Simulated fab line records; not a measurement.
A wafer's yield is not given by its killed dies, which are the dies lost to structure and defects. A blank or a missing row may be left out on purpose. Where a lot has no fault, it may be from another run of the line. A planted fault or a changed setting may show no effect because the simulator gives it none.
fab line records | flow n5Finfet | part 2 of 2: steps 19 to 32 of 32
record: lots: 5 | wafers: 15 | lastDay: 17
route steps=1938 shown SD_EPI_P@297
lots that met no fault: from a run of the same line without faults
startH: the number of hours between the record's first day and the start of the first shown wafer of the lot | waitH: hours from the lot's prior step to this one | " same as the row above | L1.1+2: one row covering several wafers at once | - no value present, or no start provided | * or withheld: withheld | < > ~ a bound
route shown NAME@n: names a module that has steps shown in the file, with the first one's number in the route | usual: mean and standard deviation over wafers with no fault | same: alike in all rows | chamber/n: place in a boat | sites: readings site by site | _std_site: the values' standard deviation | _edge_site: inner sites' mean taken away from outer sites' mean | radiusMm: for every site, how far away it sits from the centre of the wafer | mask NAME#n: copy n | behind: the tool/chamber that last shaped the wafer | hold: what put the lot on hold/how long, in hours/how the hold closed | device: transistor that didn't switch, given as n, p or np | end of line: the same wafers' tests at the end of the route | step lacking rows: just its recipe | killed: count of dies lost to structure and defects at first sort (not the wafer's yield) | map: per-die view of a wafer (x killed, . not killed, _ where there is no die)
set.NAME: the setting the step ran with; set.NAME@STEP: the setting that earlier step ran with | model.NAME: the simulator's own value behind a step, which no gauge read
lots at selected steps of the route; one table per step, one row per wafer
services: when a tool's chamber went out of use (startH, in hours from the record's first day, below 0 if earlier), for how many hours, and the reason
== steps ==
step: N5_SD_EPI_P_WET_ETCH_45
recipe: chemistry: dHF | dilution: withheld | timeS: 10.7 | target: SiO2 | targetDepthA: 20 | tempC: 25 | dry: ipaMarangoni | rinseTimeS: 30 | rinseTempC: 23
same: rinseTimeS: 30
lot.wafer  | tool        | chamber | startH | waitH
L087.2+3+4 | wetBench-02 | 6,7,5   | 134.12 | 0.1
L089.2+3+6 | wetBench-04 | 2,5,0   | 145.02 | 0.1
L093.1+2+4 | wetBench-01 | 1,4,7   | 171.31 | 0.1
L094.1+4+6 | wetBench-04 | 0,7,1   | 173.88 | 0.1
L096.1+3+6 | wetBench-01 | 3,1,6   | 188.33 | 0.1
step: N5_SD_EPI_P_STRIP_40
recipe: chemistry: N2/H2 | powerW: 1000 | tempC: 250 | h2Frac: 0.65 | overashFraction: 0.3 | pressureMtorr: withheld | n2FlowSccm: 1750 | h2FlowSccm: 3250
usual: drypumpMotorCurrentA: 5.38/0.27 | heaterPowerW: 355/15 | oesProductAu: 0.761/0.011
lot.wafer | tool           | chamber | startH | waitH | drypumpMotorCurrentA | heaterPowerW | oesProductAu | rfHoursCounterH
L087.2    | plasmaAsher-02 | 1       | 134.21 | 0.1   | 5.16                 | 379          | 0.774        | 86
L087.3    | "              | 1       | "      | "     | 5.14                 | 383          | 0.742        | -
L087.4    | "              | 0       | "      | "     | 4.97                 | 351          | 0.775        | -
L089.2    | plasmaAsher-01 | 1       | 145.07 | 0.0   | 5.66                 | 373          | 0.765        | 51
L089.3    | "              | 0       | "      | "     | 5.49                 | 332          | 0.762        | -
L089.6    | "              | 1       | "      | "     | 5.65                 | 360          | 0.772        | -
L093.1    | plasmaAsher-02 | 0       | 171.37 | 0.0   | 4.98                 | 335          | 0.748        | 94
L093.2    | "              | 1       | "      | "     | 5.16                 | 380          | 0.769        | 94
L093.4    | "              | 0       | "      | "     | 4.95                 | 345          | 0.759        | -
L094.1    | plasmaAsher-02 | 0       | 173.93 | 0.0   | 4.95                 | 349          | 0.750        | 95
L094.4    | "              | 0       | "      | "     | 4.97                 | 358          | 0.757        | -
L094.6    | "              | 0       | "      | "     | 4.96                 | 359          | 0.751        | -
L096.1    | plasmaAsher-02 | 0       | 188.39 | 0.0   | 4.98                 | 349          | 0.780        | 98
L096.3    | "              | 0       | "      | "     | 4.99                 | 350          | 0.769        | -
L096.6    | "              | 1       | "      | "     | 5.16                 | 374          | 0.762        | -
step: N5_SD_EPI_P_PRECLEAN_52
recipe: chemistry: O3/DIW | timeS: 60 | tempC: 22 | o3Ppm: 10
lot.wafer  | tool        | chamber | startH | waitH
L087.2+3+4 | wetBench-04 | 6,5,0   | 134.30 | -
L089.2+3+6 | wetBench-04 | 3,7,0   | 145.16 | -
L093.1+2+4 | wetBench-02 | 4,7,2   | 171.45 | -
L094.1+4+6 | wetBench-02 | 4,5,7   | 174.02 | -
L096.1+3+6 | wetBench-02 | 1,5,7   | 188.47 | -
step: N5_SD_EPI_P_SRD_20
recipe: dry: ipaMarangoni | doPpb: 5 | timeS: 30 | tempC: 23 | rinseLiquid: diw
lot.wafer  | tool        | chamber | startH | waitH
L087.2+3+4 | wetBench-04 | 6,5,0   | 134.32 | 0.0
L089.2+3+6 | wetBench-04 | 3,7,0   | 145.18 | 0.0
L093.1+2+4 | wetBench-02 | 4,7,2   | 171.47 | 0.0
L094.1+4+6 | wetBench-02 | 4,5,7   | 174.04 | 0.0
L096.1+3+6 | wetBench-02 | 1,5,7   | 188.49 | 0.0
step: N5_SD_EPI_P_PRECLEAN_51
recipe: chemistry: NF3:NH3 | afsCycles: 1 | tempC: 30 | timeS: 20 | sublimationTempC: 180 | sublimationTimeS: 60 | pressureTorr: 3 | rfPowerW: 30
lot.wafer  | tool        | chamber | startH | waitH
L087.2+3+4 | epiRpcvd-04 | 0       | 134.42 | 0.1
L089.2+3+6 | epiRpcvd-02 | 0       | 145.27 | 0.1
L093.1+2+4 | epiRpcvd-01 | 0       | 171.52 | 0.0
L094.1+4+6 | epiRpcvd-02 | 0       | 174.09 | 0.0
L096.1+3+6 | epiRpcvd-04 | 0       | 188.55 | 0.0
step: N5_SD_EPI_P_VAPOR_ETCH_44
recipe: chemistry: NF3/Ar | target: SiGe30 | tempC: 25 | timeS: 3.3 | mode: isotropic
lot.wafer  | tool        | chamber | startH | waitH
L087.2+3+4 | epiRpcvd-04 | 0       | 134.74 | 0.3
L089.2+3+6 | epiRpcvd-02 | 0       | 145.51 | 0.2
L093.1+2+4 | epiRpcvd-01 | 0       | 171.76 | 0.2
L094.1+4+6 | epiRpcvd-02 | 0       | 174.27 | 0.1
L096.1+3+6 | epiRpcvd-04 | 0       | 188.79 | 0.2
step: N5_SD_EPI_P_EPI_21
recipe: material: SiGe:B | dopant: B | tempC: 550 | pressureTorr: 20 | ambient: H2 | timeS: 355
usual: lampInnerPct: 9.44/0.23
lot.wafer | tool        | chamber | startH | waitH | lampInnerPct
L087.2    | epiRpcvd-04 | 0       | 135.65 | 0.9   | 8.99
L087.3    | "           | 0       | "      | "     | 9.03
L087.4    | "           | 0       | "      | "     | 9.02
L089.2    | epiRpcvd-02 | 0       | 146.19 | 0.6   | 9.55
L089.3    | "           | 0       | "      | "     | 9.51
L089.6    | "           | 0       | 148.11 | 2.4   | 9.49
L093.1    | epiRpcvd-01 | 0       | 172.00 | 0.2   | 9.66
L093.2    | "           | 0       | "      | "     | 9.45
L093.4    | "           | 0       | "      | "     | 9.51
L094.1    | epiRpcvd-02 | 0       | 174.45 | 0.1   | 9.50
L094.4    | "           | 0       | 175.53 | 1.1   | 9.52
L094.6    | "           | 0       | "      | "     | 9.61
L096.1    | epiRpcvd-04 | 0       | 189.03 | 0.2   | 9.00
L096.3    | "           | 0       | "      | "     | 9.14
L096.6    | "           | 0       | 191.43 | 2.4   | 8.99
step: N5_SD_EPI_P_EPI_MEAS_23
recipe: mode: xrd
usual: thkNm: 61.2/1.2
lot.wafer | tool         | chamber | startH | waitH | thkNm
L087.2    | filmMetro-02 | -       | 138.88 | 2.6   | 60.6
L087.3    | "            | -       | "      | "     | 61.7
L087.4    | "            | -       | "      | "     | 61.4
L089.2    | filmMetro-02 | -       | 148.63 | 2.0   | 62.3
L089.3    | "            | -       | "      | "     | 62.0
L089.6    | "            | -       | "      | "     | 62.3
L093.1    | filmMetro-02 | -       | 174.92 | 2.4   | 61.3
L093.2    | "            | -       | "      | "     | 61.4
L093.4    | "            | -       | "      | "     | 61.2
L094.1    | filmMetro-02 | -       | 176.64 | 1.8   | 60.7
L094.4    | "            | -       | "      | "     | 60.1
L094.6    | "            | -       | "      | "     | 63.0
L096.1    | filmMetro-01 | -       | 191.94 | 2.4   | 60.0
L096.3    | "            | -       | "      | "     | 61.9
L096.6    | "            | -       | "      | "     | 62.1
step: N5_SD_EPI_P_HM_STRIP_48
recipe: chemistry: H3PO4 | tempC: 160 | material: SiNx | target: SiNx | targetDepthA: 30 | overetchFraction: 0.3
lot.wafer  | tool        | chamber | startH | waitH
L087.2+3+4 | wetBench-04 | 5,1,2   | 138.92 | 0.0
L089.2+3+6 | wetBench-01 | 3,2,1   | 148.66 | 0.0
L093.1+2+4 | wetBench-02 | 0,5,4   | 174.95 | 0.0
L094.1+4+6 | wetBench-04 | 4,6,3   | 176.68 | 0.0
L096.1+3+6 | wetBench-04 | 3,0,2   | 191.98 | 0.0
step: N5_SD_EPI_P_SRD_49
recipe: dry: ipaMarangoni | timeS: 30 | tempC: 23 | rinseLiquid: diw
lot.wafer  | tool        | chamber | startH | waitH
L087.2+3+4 | wetBench-04 | 5,1,2   | 138.97 | 0.0
L089.2+3+6 | wetBench-01 | 3,2,1   | 148.71 | 0.0
L093.1+2+4 | wetBench-02 | 0,5,4   | 175.00 | 0.0
L094.1+4+6 | wetBench-04 | 4,6,3   | 176.73 | 0.0
L096.1+3+6 | wetBench-04 | 3,0,2   | 192.03 | 0.0
step: N5_SD_EPI_P_PRECLEAN_24
recipe: chemistry: O3/DIW | timeS: 45 | tempC: 22 | o3Ppm: 10
lot.wafer  | tool        | chamber | startH | waitH
L087.2+3+4 | wetBench-04 | 5,1,2   | 139.00 | 0.0
L089.2+3+6 | wetBench-01 | 3,2,1   | 148.73 | 0.0
L093.1+2+4 | wetBench-02 | 0,5,4   | 175.02 | 0.0
L094.1+4+6 | wetBench-04 | 4,6,3   | 176.75 | 0.0
L096.1+3+6 | wetBench-04 | 3,0,2   | 192.06 | 0.0
step: N5_SD_EPI_P_PRECLEAN_32
recipe: chemistry: dHF | timeS: 10 | dilution: 500:1 | tempC: 25
lot.wafer  | tool        | chamber | startH | waitH
L087.2+3+4 | wetBench-04 | 5,1,2   | 139.01 | 0.0
L089.2+3+6 | wetBench-01 | 3,2,1   | 148.74 | 0.0
L093.1+2+4 | wetBench-02 | 0,5,4   | 175.04 | 0.0
L094.1+4+6 | wetBench-04 | 4,6,3   | 176.76 | 0.0
L096.1+3+6 | wetBench-04 | 3,0,2   | 192.07 | 0.0
step: N5_SD_EPI_P_PRECLEAN_33
recipe: chemistry: SC2 | timeS: 45 | tempC: 35 | mix: 1:1:50
lot.wafer  | tool        | chamber | startH | waitH
L087.2+3+4 | wetBench-04 | 5,1,2   | 139.01 | 0.0
L089.2+3+6 | wetBench-01 | 3,2,1   | 148.75 | 0.0
L093.1+2+4 | wetBench-02 | 0,5,4   | 175.04 | 0.0
L094.1+4+6 | wetBench-04 | 4,6,3   | 176.77 | 0.0
L096.1+3+6 | wetBench-04 | 3,0,2   | 192.07 | 0.0
step: N5_SD_EPI_P_SRD_25
recipe: timeS: 30 | tempC: 23 | rinseLiquid: diw | dry: ipaMarangoni
lot.wafer  | tool        | chamber | startH | waitH
L087.2+3+4 | wetBench-04 | 5,1,2   | 139.03 | 0.0
L089.2+3+6 | wetBench-01 | 3,2,1   | 148.76 | 0.0
L093.1+2+4 | wetBench-02 | 0,5,4   | 175.05 | 0.0
L094.1+4+6 | wetBench-04 | 4,6,3   | 176.78 | 0.0
L096.1+3+6 | wetBench-04 | 3,0,2   | 192.09 | 0.0
== services ==
tool           | chamber | startH | hours | kind
arfiScanner-03 | -       | 113.17 | 1.0   | pm
rieSi-06       | -       | 131.08 | 15.6  | pm
plasmaAsher-01 | -       | 131.10 | 4.4   | repair
lithoTrack-05  | -       | 131.42 | -     | consumableReplace:filter
rieDiel-05     | 1       | 140.23 | 4.2   | repair
arfiScanner-01 | -       | 141.16 | 1.0   | pm
rieDiel-05     | 0       | 144.19 | 3.1   | repair
arfiScanner-03 | -       | 148.88 | 0.2   | repair
wetBench-04    | -       | 153.51 | 2.6   | repair
arfiScanner-03 | -       | 158.47 | 1.0   | pm
rieDiel-06     | 1       | 171.06 | 6.3   | repair
rieDiel-05     | 3       | 172.48 | -     | clean
rieDiel-05     | 3       | 172.48 | -     | consumableReplace:focusRing
rieDiel-05     | 3       | 172.48 | -     | consumableReplace:showerhead
rieDiel-05     | 3       | 172.48 | 17.5  | scheduledDown
rieDiel-05     | 3       | 172.48 | 17.5  | ventCycle
plasmaAsher-01 | -       | 177.47 | 2.0   | repair
rieDiel-05     | 1       | 185.48 | 11.0  | repair
arfiScanner-01 | -       | 186.04 | 1.3   | pm
